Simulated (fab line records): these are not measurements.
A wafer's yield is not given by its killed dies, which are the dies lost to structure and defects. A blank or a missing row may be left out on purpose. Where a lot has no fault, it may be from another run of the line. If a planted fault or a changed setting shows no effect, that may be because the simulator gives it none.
fab line records / flow n5Finfet
record lots=4 wafers=12 lastDay=18
route steps=1938 shown BEOL_M10@1470 PASSIVATION@1936
lots untouched by any fault: they come from a run of this same line in which no faults occurred
startH: hours from the record's opening day to when the first of the lot's shown wafers began / waitH: hours elapsed since this lot's preceding step / " as in the row above / L1.1+2: one row covering several wafers at once / - no value, or no start given / * or withheld: withheld / < > ~ a bound
route shown NAME@n: names a module that has steps shown in the file, with the first one's number in the route / usual: the fault-free wafers' mean and standard deviation / same: alike in all rows / chamber/n: place in a boat / sites: each site's reading / _std_site: their standard deviation / _edge_site: inner sites' mean taken away from outer sites' mean / radiusMm: for every site, how far away it sits from the centre of the wafer / mask NAME#n: copy n / behind: the most recent tool/chamber to have shaped the wafer / hold: why the lot went on hold/how many hours it stayed there/how the hold came to an end / device: the n, p or np transistor that did not switch / end of line: at the end of the route, the tests of the same wafers / where a step has no rows: the recipe by itself / killed: the dies lost at the first sort to structure and to defects; this is not the yield of the wafer / map: the dies of a wafer, with x for killed, . for not killed, _ for no die there
set.NAME: the setting that was run; set.NAME@STEP: the one run at that earlier step / model.NAME: the simulator's own value behind a step, which no gauge read
lots at some steps of the route; a table a step, a row a wafer
services: when a tool's chamber went out of use (startH, in hours from the record's first day, below 0 if earlier), for how many hours, and the reason
## steps
# step N5_BEOL_M10_ILD_DEP_00
# recipe material=SiCOH_lowk targetThkA=3085.1 tempC=300 precursor=DEMS/porogen pressureTorr=5 rfW=500 timeS=58
# step N5_BEOL_M10_CURE_71
# recipe tempC=385 timeS=240 ambient=He/Ar material=SiCOH_lowk
# step N5_BEOL_M10_PECVD_70
# recipe material=SiO2 targetThkA=200 tempC=400 precursor=TEOS/O2 pressureTorr=5.5 rfW=450 teosFlowSccm=53.8 gas=O2 flowSccm=3000 timeS=22.7
# step N5_BEOL_M10_HM_DEP_02
# recipe material=TiN targetThkA=200 tempC=25 chamberPressurePa=0.49996
# step N5_BEOL_M10_COAT_59
# recipe resist=SOC tempC=250 timeS=60 spinRpm=1500 resistThkNm=100
# step N5_BEOL_M10_COAT_60
# recipe resist=SiARC tempC=220 timeS=60 spinRpm=1500 resistThkNm=30
# step N5_BEOL_M10_COAT_05
# recipe resist=CAR-ArF spinRpm=1500 resistThkNm=90
# step N5_BEOL_M10_EBR_07
# recipe solvent=PGMEA ebrWidthMm=1.5
# step N5_BEOL_M10_SOFTBAKE_06
# recipe tempC=110 timeS=60 resist=CAR-ArF
# step N5_BEOL_M10_EXPOSE_08
# recipe maskId=M10 na=1.35 sourceShape=dipole sigmaInner=0.411 sigmaOuter=0.611 polarization=te doseMj=53.75
# usual exposureDoseMJCm2=53.70/0.066
# same sigmaInner=0.411
lot.wafer=L653.2 tool=arfiScanner-02 chamber=0 startH=274.51 waitH=- mask=M10#0 exposureDoseMJCm2=53.69
lot.wafer=L653.3 tool=arfiScanner-02 chamber=0 startH=274.51 waitH=- mask=M10#0 exposureDoseMJCm2=53.69
lot.wafer=L653.4 tool=arfiScanner-02 chamber=0 startH=274.51 waitH=- mask=M10#0 exposureDoseMJCm2=53.67
lot.wafer=L658.2 tool=arfiScanner-02 chamber=0 startH=295.19 waitH=- mask=M10#0 exposureDoseMJCm2=49.76
lot.wafer=L658.3 tool=arfiScanner-02 chamber=0 startH=295.19 waitH=- mask=M10#0 exposureDoseMJCm2=49.76
lot.wafer=L658.6 tool=arfiScanner-02 chamber=0 startH=295.19 waitH=- mask=M10#0 exposureDoseMJCm2=49.73
lot.wafer=L663.1 tool=arfiScanner-02 chamber=0 startH=305.82 waitH=- mask=M10#0 exposureDoseMJCm2=50.54
lot.wafer=L663.2 tool=arfiScanner-02 chamber=0 startH=305.82 waitH=- mask=M10#0 exposureDoseMJCm2=50.54
lot.wafer=L663.3 tool=arfiScanner-02 chamber=0 startH=305.82 waitH=- mask=M10#0 exposureDoseMJCm2=50.57
lot.wafer=L668.2 tool=arfiScanner-01 chamber=0 startH=373.75 waitH=- mask=M10#0 exposureDoseMJCm2=53.77
lot.wafer=L668.3 tool=arfiScanner-01 chamber=0 startH=373.75 waitH=- mask=M10#0 exposureDoseMJCm2=53.73
lot.wafer=L668.6 tool=arfiScanner-01 chamber=0 startH=373.75 waitH=- mask=M10#0 exposureDoseMJCm2=53.80
# step N5_BEOL_M10_PEB_09
# recipe pebTempC=withheld pebTimeS=60 resist=CAR-ArF
# step N5_BEOL_M10_DEVELOP_10
# recipe developTimeS=30 developer=TMAH resist=CAR-ArF rinseLiquid=diw dry=airSpin devTempC=23
# step N5_BEOL_M10_CD_MEAS_11
# recipe targetCdNm=64.1 landingEnergyEv=500 detector=seInlens polarity=opening
# usual cdNm=63.9/0.8
lot.wafer=L653.2 tool=cdSem-03 chamber=0 startH=274.63 waitH=- cdNm=62.6
lot.wafer=L653.3 tool=cdSem-03 chamber=0 startH=274.63 waitH=- cdNm=62.9
lot.wafer=L653.4 tool=cdSem-03 chamber=0 startH=274.63 waitH=- cdNm=63.3
lot.wafer=L658.2 tool=cdSem-03 chamber=0 startH=295.31 waitH=- cdNm=60.8
lot.wafer=L658.3 tool=cdSem-03 chamber=0 startH=295.31 waitH=- cdNm=59.3
lot.wafer=L658.6 tool=cdSem-03 chamber=0 startH=295.31 waitH=- cdNm=58.8
lot.wafer=L663.1 tool=cdSem-03 chamber=0 startH=305.95 waitH=- cdNm=61.9
lot.wafer=L663.2 tool=cdSem-03 chamber=0 startH=305.95 waitH=- cdNm=61.6
lot.wafer=L663.3 tool=cdSem-03 chamber=0 startH=305.95 waitH=- cdNm=60.7
lot.wafer=L668.2 tool=cdSem-03 chamber=0 startH=373.87 waitH=- cdNm=64.2
lot.wafer=L668.3 tool=cdSem-03 chamber=0 startH=373.87 waitH=- cdNm=65.5
lot.wafer=L668.6 tool=cdSem-03 chamber=0 startH=373.87 waitH=- cdNm=64.4
# step N5_BEOL_M10_DESCUM_16
# recipe chemistry=O2 timeS=7.9 sourcePowerW=50 biasPowerW=20 pressureMtorr=20 rfFrequencyHz=2.712e+07 tempC=40 resist=CAR-ArF o2FlowSccm=225
# step N5_BEOL_M10_ETCH_61
# recipe chemistry=CF4 target=SiARC targetDepthA=390 maskMaterial=CAR-ArF timeS=65 ionEnergyEv=80 pressureMtorr=40 sourceW=545 biasW=36 Ar_flow_sccm=100 cf4FlowSccm=100 ends=cleared
# usual drypumpMotorCurrentA=5.6/0.4 etchRfOnTimeS=64.3/2.1 mfcArSccm=100.02/0.27 oesProductAu=0.68/0.077 rfVppV=183.9/1.2 showerheadPlenumPTorr=2.13/0.068 throttleValvePct=15.57/0.23
lot.wafer=L653.2 tool=rieDiel-06 chamber=0 startH=274.75 waitH=0.0 drypumpMotorCurrentA=5.6 etchRfOnTimeS=60.1 mfcArSccm=99.77 oesProductAu=0.66 rfHoursCounterH=178 rfVppV=185.1 showerheadPlenumPTorr=2.05 throttleValvePct=15.81 model.BEOL_M10.cdOffsetNm=-1
lot.wafer=L653.3 tool=rieDiel-06 chamber=1 startH=274.75 waitH=0.0 drypumpMotorCurrentA=5.6 etchRfOnTimeS=65.2 mfcArSccm=100.09 oesProductAu=0.75 rfHoursCounterH=43 rfVppV=182.9 showerheadPlenumPTorr=2.10 throttleValvePct=15.43 model.BEOL_M10.cdOffsetNm=-1.2
lot.wafer=L653.4 tool=rieDiel-06 chamber=2 startH=274.75 waitH=0.0 drypumpMotorCurrentA=5.9 etchRfOnTimeS=61.2 mfcArSccm=99.80 oesProductAu=0.72 rfHoursCounterH=103 rfVppV=182.8 showerheadPlenumPTorr=2.07 throttleValvePct=15.58 model.BEOL_M10.cdOffsetNm=-0.6
lot.wafer=L658.2 tool=rieDiel-01 chamber=3 startH=295.43 waitH=0.0 drypumpMotorCurrentA=6.6 etchRfOnTimeS=66.9 mfcArSccm=100.16 oesProductAu=0.55 rfHoursCounterH=251 rfVppV=186.2 showerheadPlenumPTorr=2.18 throttleValvePct=15.44 model.BEOL_M10.cdOffsetNm=-3
lot.wafer=L658.3 tool=rieDiel-01 chamber=1 startH=295.43 waitH=0.0 drypumpMotorCurrentA=6.0 etchRfOnTimeS=66.1 mfcArSccm=100.58 oesProductAu=0.58 rfHoursCounterH=249 rfVppV=184.4 showerheadPlenumPTorr=2.04 throttleValvePct=15.92 model.BEOL_M10.cdOffsetNm=-5
lot.wafer=L658.6 tool=rieDiel-01 chamber=1 startH=295.43 waitH=0.0 drypumpMotorCurrentA=6.0 etchRfOnTimeS=66.2 mfcArSccm=100.09 oesProductAu=0.58 rfHoursCounterH=- rfVppV=183.7 showerheadPlenumPTorr=2.04 throttleValvePct=15.95 model.BEOL_M10.cdOffsetNm=-4.8
lot.wafer=L663.1 tool=rieDiel-05 chamber=0 startH=306.07 waitH=0.0 drypumpMotorCurrentA=5.4 etchRfOnTimeS=64.8 mfcArSccm=100.24 oesProductAu=0.81 rfHoursCounterH=14 rfVppV=183.7 showerheadPlenumPTorr=2.09 throttleValvePct=15.30 model.BEOL_M10.cdOffsetNm=-1.8
lot.wafer=L663.2 tool=rieDiel-05 chamber=2 startH=306.07 waitH=0.0 drypumpMotorCurrentA=5.1 etchRfOnTimeS=67.3 mfcArSccm=100.24 oesProductAu=0.58 rfHoursCounterH=223 rfVppV=184.1 showerheadPlenumPTorr=2.21 throttleValvePct=15.72 model.BEOL_M10.cdOffsetNm=-2.6
lot.wafer=L663.3 tool=rieDiel-05 chamber=3 startH=306.07 waitH=0.0 drypumpMotorCurrentA=5.2 etchRfOnTimeS=65.9 mfcArSccm=100.06 oesProductAu=0.68 rfHoursCounterH=92 rfVppV=183.1 showerheadPlenumPTorr=2.09 throttleValvePct=15.53 model.BEOL_M10.cdOffsetNm=-3.2
lot.wafer=L668.2 tool=rieDiel-05 chamber=1 startH=373.99 waitH=0.0 drypumpMotorCurrentA=5.2 etchRfOnTimeS=63.8 mfcArSccm=100.07 oesProductAu=0.67 rfHoursCounterH=150 rfVppV=184.9 showerheadPlenumPTorr=2.23 throttleValvePct=15.47 model.BEOL_M10.cdOffsetNm=0
lot.wafer=L668.3 tool=rieDiel-05 chamber=3 startH=373.99 waitH=0.0 drypumpMotorCurrentA=5.2 etchRfOnTimeS=65.7 mfcArSccm=100.18 oesProductAu=0.67 rfHoursCounterH=113 rfVppV=183.5 showerheadPlenumPTorr=2.08 throttleValvePct=15.59 model.BEOL_M10.cdOffsetNm=1.4
lot.wafer=L668.6 tool=rieDiel-05 chamber=3 startH=373.99 waitH=0.0 drypumpMotorCurrentA=5.2 etchRfOnTimeS=65.1 mfcArSccm=100.05 oesProductAu=0.67 rfHoursCounterH=- rfVppV=183.4 showerheadPlenumPTorr=2.08 throttleValvePct=15.58 model.BEOL_M10.cdOffsetNm=0
# step N5_BEOL_M10_ETCH_62
# recipe chemistry=N2/H2 target=SOC targetDepthA=1100 overetchA=220 maskMaterial=SiARC tempC=40 timeS=165 ionEnergyEv=200 pressureMtorr=30 sourceW=840 biasW=150 n2FlowSccm=200 h2FlowSccm=200
# usual drypumpMotorCurrentA=5.6/0.4 oesProductAu=0.67/0.074 rfVppV=523.4/2.5 showerheadPlenumPTorr=2.52/0.08 tempC=39.99/0.11 throttleValvePct=17.70/0.26
lot.wafer=L653.2 tool=rieDiel-06 chamber=0 startH=274.80 waitH=0.0 drypumpMotorCurrentA=5.5 oesProductAu=0.63 rfHoursCounterH=178 rfVppV=521.1 showerheadPlenumPTorr=2.42 tempC=39.95 throttleValvePct=17.88 model.BEOL_M10.cdOffsetNm=-0.6
lot.wafer=L653.3 tool=rieDiel-06 chamber=1 startH=274.80 waitH=0.0 drypumpMotorCurrentA=5.5 oesProductAu=0.75 rfHoursCounterH=43 rfVppV=522.5 showerheadPlenumPTorr=2.50 tempC=39.98 throttleValvePct=17.69 model.BEOL_M10.cdOffsetNm=-1
lot.wafer=L653.4 tool=rieDiel-06 chamber=2 startH=274.80 waitH=0.0 drypumpMotorCurrentA=5.9 oesProductAu=0.70 rfHoursCounterH=103 rfVppV=520.4 showerheadPlenumPTorr=2.44 tempC=40.17 throttleValvePct=17.58 model.BEOL_M10.cdOffsetNm=-0.2
lot.wafer=L658.2 tool=rieDiel-01 chamber=3 startH=295.48 waitH=0.0 drypumpMotorCurrentA=6.6 oesProductAu=0.56 rfHoursCounterH=251 rfVppV=526.2 showerheadPlenumPTorr=2.58 tempC=39.99 throttleValvePct=17.36 model.BEOL_M10.cdOffsetNm=-2.8
lot.wafer=L658.3 tool=rieDiel-01 chamber=1 startH=295.48 waitH=0.0 drypumpMotorCurrentA=6.0 oesProductAu=0.58 rfHoursCounterH=249 rfVppV=519.0 showerheadPlenumPTorr=2.41 tempC=40.14 throttleValvePct=18.20 model.BEOL_M10.cdOffsetNm=-5
lot.wafer=L658.6 tool=rieDiel-01 chamber=1 startH=295.48 waitH=0.0 drypumpMotorCurrentA=6.0 oesProductAu=0.59 rfHoursCounterH=- rfVppV=519.0 showerheadPlenumPTorr=2.41 tempC=39.82 throttleValvePct=18.20 model.BEOL_M10.cdOffsetNm=-4.6
lot.wafer=L663.1 tool=rieDiel-05 chamber=0 startH=306.12 waitH=0.0 drypumpMotorCurrentA=5.4 oesProductAu=0.80 rfHoursCounterH=14 rfVppV=522.7 showerheadPlenumPTorr=2.51 tempC=40.02 throttleValvePct=17.69 model.BEOL_M10.cdOffsetNm=-2
lot.wafer=L663.2 tool=rieDiel-05 chamber=2 startH=306.12 waitH=0.0 drypumpMotorCurrentA=5.1 oesProductAu=0.59 rfHoursCounterH=223 rfVppV=525.0 showerheadPlenumPTorr=2.61 tempC=39.94 throttleValvePct=17.82 model.BEOL_M10.cdOffsetNm=-2
lot.wafer=L663.3 tool=rieDiel-05 chamber=3 startH=306.12 waitH=0.0 drypumpMotorCurrentA=5.2 oesProductAu=0.68 rfHoursCounterH=92 rfVppV=521.4 showerheadPlenumPTorr=2.47 tempC=39.78 throttleValvePct=17.68 model.BEOL_M10.cdOffsetNm=-3.2
lot.wafer=L668.2 tool=rieDiel-05 chamber=1 startH=374.04 waitH=0.0 drypumpMotorCurrentA=5.3 oesProductAu=0.66 rfHoursCounterH=150 rfVppV=526.5 showerheadPlenumPTorr=2.63 tempC=39.96 throttleValvePct=17.47 model.BEOL_M10.cdOffsetNm=-0.4
lot.wafer=L668.3 tool=rieDiel-05 chamber=3 startH=374.04 waitH=0.0 drypumpMotorCurrentA=5.2 oesProductAu=0.66 rfHoursCounterH=113 rfVppV=521.0 showerheadPlenumPTorr=2.46 tempC=40.21 throttleValvePct=17.71 model.BEOL_M10.cdOffsetNm=1.2
lot.wafer=L668.6 tool=rieDiel-05 chamber=3 startH=374.04 waitH=0.0 drypumpMotorCurrentA=5.2 oesProductAu=0.67 rfHoursCounterH=- rfVppV=521.4 showerheadPlenumPTorr=2.46 tempC=39.81 throttleValvePct=17.72 model.BEOL_M10.cdOffsetNm=-0.2
# step N5_BEOL_M10_STRIP_68
# recipe chemistry=N2/H2 tempC=40 n2FlowSccm=200 h2FlowSccm=200 rfFrequencyHz=6e+07
# step N5_BEOL_M10_STRIP_67
# recipe chemistry=CF4 resist=SiARC powerW=300 biasPowerW=75 pressureMtorr=50 cf4FlowSccm=150 rfFrequencyHz=6e+07
# step N5_BEOL_M10_HM_OPEN_17
# recipe chemistry=Cl2/BCl3 targetDepthA=200 overetchA=60 target=TiN maskMaterial=SOC ionEnergyEv=150 pressureMtorr=10 icpW=1000 biasW=126 Cl2_flow_sccm=53.25 bcl3FlowSccm=21.75 Ar_flow_sccm=25
# step N5_BEOL_M10_STRIP_19
# recipe chemistry=O2 powerW=400 tempC=40 pressureMtorr=30 rfFrequencyHz=6e+07 biasPowerW=0 overashFraction=0.2 o2FlowSccm=225
# step N5_BEOL_M10_CD_MEAS_18
# recipe pitchNm=140 targetCdNm=70
# usual cdNm=69.9/0.94
lot.wafer=L653.2 tool=cdSem-01 chamber=- startH=275.50 waitH=0.1 cdNm=69.7
lot.wafer=L653.3 tool=cdSem-01 chamber=- startH=275.50 waitH=0.1 cdNm=68.9
lot.wafer=L653.4 tool=cdSem-01 chamber=- startH=275.50 waitH=0.1 cdNm=69.9
lot.wafer=L658.2 tool=cdSem-03 chamber=- startH=295.85 waitH=0.1 cdNm=67.2
lot.wafer=L658.3 tool=cdSem-03 chamber=- startH=295.85 waitH=0.1 cdNm=65.1
lot.wafer=L658.6 tool=cdSem-03 chamber=- startH=295.85 waitH=0.1 cdNm=65.3
lot.wafer=L663.1 tool=cdSem-02 chamber=- startH=306.54 waitH=0.0 cdNm=67.6
lot.wafer=L663.2 tool=cdSem-02 chamber=- startH=306.54 waitH=0.0 cdNm=68.2
lot.wafer=L663.3 tool=cdSem-02 chamber=- startH=306.54 waitH=0.0 cdNm=67.0
lot.wafer=L668.2 tool=cdSem-03 chamber=- startH=374.41 waitH=0.1 cdNm=69.9
lot.wafer=L668.3 tool=cdSem-03 chamber=- startH=374.41 waitH=0.1 cdNm=71.2
lot.wafer=L668.6 tool=cdSem-03 chamber=- startH=374.41 waitH=0.1 cdNm=69.9
# step N5_BEOL_M10_COAT_63
# recipe resist=SOC tempC=250 timeS=60 spinRpm=1500 resistThkNm=100
# step N5_PASSIVATION_PROBE_49
# usual defectLimitedYield=91.0/1.4 killed_at_M0_to_M3=36/9.6 killed_at_M4_up=14/6.1 killedAtContacts=13/6.6 killedAtFrontEnd=40/11 killedAtOther=3.2/2.9 killedDies=106/17 killedOnRim=14/3.9 killedOpen=71/12 killedShort=33/7.3 sort_bin_5_function=5.3/1 sort_bin_6_memory=3.4/0.68 sortNPass=1073/19 sortYieldPct=91.0/1.6
# same grossDies=1180 killedAtBackSide=0 sort_bin_4_leakage[%]=0 sort_bin_8_speed[%]=0
lot.wafer=L653.2 tool=prober-01 chamber=- startH=327.24 waitH=0.1 defectLimitedYield[%]=90.3 killed_at_M0_to_M3=42 killed_at_M4_up=26 killedAtContacts=14 killedAtFrontEnd=32 killedAtOther=0 killedDies=114 killedOnRim=12 killedOpen=81 killedShort=26 sort_bin_5_function[%]=6.1 sort_bin_6_memory[%]=3.6 sortNPass=1066 sortYieldPct[%]=90.3
lot.wafer=L653.3 tool=prober-01 chamber=- startH=327.29 waitH=0.1 defectLimitedYield[%]=89.6 killed_at_M0_to_M3=44 killed_at_M4_up=22 killedAtContacts=12 killedAtFrontEnd=44 killedAtOther=1 killedDies=123 killedOnRim=16 killedOpen=90 killedShort=33 sort_bin_5_function[%]=6.5 sort_bin_6_memory[%]=3.6 sortNPass=1057 sortYieldPct[%]=89.6
lot.wafer=L653.4 tool=prober-01 chamber=- startH=327.34 waitH=0.2 defectLimitedYield[%]=92.1 killed_at_M0_to_M3=37 killed_at_M4_up=18 killedAtContacts=12 killedAtFrontEnd=23 killedAtOther=3 killedDies=93 killedOnRim=11 killedOpen=55 killedShort=36 sort_bin_5_function[%]=4.4 sort_bin_6_memory[%]=2.8 sortNPass=1087 sortYieldPct[%]=92.1
lot.wafer=L658.2 tool=prober-02 chamber=- startH=348.09 waitH=0.1 defectLimitedYield[%]=89.9 killed_at_M0_to_M3=44 killed_at_M4_up=4 killedAtContacts=14 killedAtFrontEnd=50 killedAtOther=7 killedDies=119 killedOnRim=20 killedOpen=71 killedShort=42 sort_bin_5_function[%]=5.8 sort_bin_6_memory[%]=3.4 sortNPass=1061 sortYieldPct[%]=89.9
lot.wafer=L658.3 tool=prober-02 chamber=- startH=348.14 waitH=0.1 defectLimitedYield[%]=93.1 killed_at_M0_to_M3=37 killed_at_M4_up=2 killedAtContacts=10 killedAtFrontEnd=27 killedAtOther=5 killedDies=81 killedOnRim=11 killedOpen=48 killedShort=33 sort_bin_5_function[%]=3.9 sort_bin_6_memory[%]=2.9 sortNPass=1099 sortYieldPct[%]=93.1
lot.wafer=L658.6 tool=prober-02 chamber=- startH=348.29 waitH=0.3 defectLimitedYield[%]=93.4 killed_at_M0_to_M3=20 killed_at_M4_up=6 killedAtContacts=9 killedAtFrontEnd=42 killedAtOther=1 killedDies=78 killedOnRim=12 killedOpen=46 killedShort=29 sort_bin_5_function[%]=3.8 sort_bin_6_memory[%]=2.1 sortNPass=1102 sortYieldPct[%]=93.4
# killed by level:class
L653.2 MOL_CONTACT_COAG:geometricParticle:open=11 BEOL_M0_SAQP:geometricParticle:open=11 BEOL_M1:geometricParticle:open=11 BEOL_M5:geometricParticle:open=8 STI_FIN_REVEAL:geometricParticle:open=7 BEOL_M2:geometricParticle:open=6 BEOL_M3:geometricParticle:open=6 FIN_SAQP:geometricParticle:open=5
L653.3 BEOL_M4:geometricParticle:open=11 BEOL_M0_SAQP:geometricParticle:open=11 FIN_SAQP:geometricParticle:open=10 FIN_SAQP:geometricParticle:short=10 MOL_CONTACT_COAG:geometricParticle:open=10 BEOL_M2:geometricParticle:open=9 STI_FIN_REVEAL:geometricParticle:open=6 BEOL_M1:geometricParticle:open=6
L653.4 BEOL_M1:geometricParticle:open=12 MOL_CONTACT_COAG:geometricParticle:open=9 BEOL_M4:geometricParticle:open=6 BEOL_M3:geometricParticle:open=5 BEOL_M0_SAQP:geometricParticle:short=5 BEOL_M0_SAQP:geometricParticle:open=5 STI_FIN_REVEAL:geometricParticle:open=4 BEOL_M2:geometricParticle:open=4
L658.2 BEOL_M0_SAQP:geometricParticle:short=16 BEOL_M0_SAQP:geometricParticle:open=15 MOL_CONTACT_COAG:geometricParticle:open=12 FIN_SAQP:geometricParticle:short=11 FIN_SAQP:geometricParticle:open=11 STI_FIN_REVEAL:geometricParticle:open=9 HKMG_FIN:areaEtch=6 DUMMY_GATE:geometricParticle:open=5
L658.3 BEOL_M0_SAQP:geometricParticle:short=14 BEOL_M0_SAQP:geometricParticle:open=13 MOL_CONTACT_COAG:geometricParticle:open=9 FIN_SAQP:geometricParticle:open=6 GATE_CUT:geometricParticle:short=4 FIN_SAQP:geometricParticle:short=3 STI_FIN_REVEAL:geometricParticle:open=3 DUMMY_GATE:geometricParticle:open=3
L658.6 BEOL_M0_SAQP:geometricParticle:open=10 FIN_SAQP:geometricParticle:open=8 MOL_CONTACT_COAG:geometricParticle:open=7 FIN_SAQP:geometricParticle:short=5 SPACER0:geometricParticle:short=5 GATE_CUT:geometricParticle:short=5 BEOL_M1:geometricParticle:open=4 BEOL_M0_SAQP:geometricParticle:short=3
## services
tool=rieDiel-05 chamber=0 startH=251.23 hours=- kind=clean
tool=rieDiel-05 chamber=0 startH=251.23 hours=- kind=consumableReplace:focusRing
tool=rieDiel-05 chamber=0 startH=251.23 hours=17.4 kind=scheduledDown
tool=rieDiel-05 chamber=0 startH=251.23 hours=17.4 kind=ventCycle
tool=rieDiel-06 chamber=0 startH=251.86 hours=12.1 kind=repair
tool=arfiScanner-02 chamber=- startH=260.47 hours=2.5 kind=repair
tool=arfiScanner-01 chamber=- startH=261.07 hours=1.0 kind=pm
tool=rieDiel-06 chamber=3 startH=267.73 hours=5.6 kind=repair
tool=rieDiel-01 chamber=0 startH=273.91 hours=- kind=clean
tool=rieDiel-01 chamber=2 startH=274.40 hours=6.1 kind=repair
tool=arfiScanner-01 chamber=- startH=292.60 hours=3.1 kind=pm
tool=rieDiel-06 chamber=2 startH=299.66 hours=8.5 kind=repair
tool=arfiScanner-02 chamber=- startH=302.17 hours=1.0 kind=pm
tool=arfiScanner-01 chamber=- startH=314.49 hours=0.8 kind=pm
tool=rieDiel-01 chamber=2 startH=318.89 hours=28.1 kind=repair
tool=arfiScanner-01 chamber=- startH=323.08 hours=1.1 kind=repair
tool=arfiScanner-02 chamber=- startH=328.73 hours=1.8 kind=repair
tool=arfiScanner-02 chamber=- startH=330.57 hours=1.3 kind=pm
tool=rieDiel-05 chamber=3 startH=331.24 hours=12.5 kind=repair
tool=arfiScanner-01 chamber=- startH=346.50 hours=1.3 kind=pm
tool=rieDiel-01 chamber=- startH=353.12 hours=0.2 kind=repair
tool=arfiScanner-02 chamber=0 startH=355.25 hours=- kind=calibration
tool=arfiScanner-01 chamber=- startH=365.18 hours=1.0 kind=pm
tool=rieDiel-05 chamber=2 startH=372.14 hours=6.0 kind=repair
## key
firstSign step=N5_BEOL_M10_EXPOSE_08 reading=exposureDoseMJCm2 direction=down sigmas=54 usual=53.70 struck=50.15
effect step=N5_BEOL_M10_CD_MEAS_11 reading=cdNm direction=down sigmas=4.2 usual=63.9 struck=60.5 through=controlLoop
effect step=N5_BEOL_M10_CD_MEAS_18 reading=cdNm direction=down sigmas=3.4 usual=69.9 struck=66.7 through=controlLoop
modelEffect step=N5_BEOL_M10_ETCH_61 value=BEOL_M10.cdOffsetNm without=0.1333 struck=-3.4
modelEffect step=N5_BEOL_M10_ETCH_62 value=BEOL_M10.cdOffsetNm without=0.2333 struck=-3.267
metAt N5_BEOL_M10_EXPOSE_08
struckWafers L658.2,L658.3,L658.6,L663.1,L663.2,L663.3
loopTrim step=N5_BEOL_M10_EXPOSE_08 setting=dose lots=L663
onsetBetween 274.51 295.19
fault kind=processParameterDrift tool=arfiScanner-02 chamber=- onsetH=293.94 steps=N5_BEOL_M10_EXPOSE_08 channel=doseMj offset=-3.8903 shape=step actsIn=theseRecipesOnly stated=53.75
# loopTrim: a control loop set the setting to another value than it would have without faults
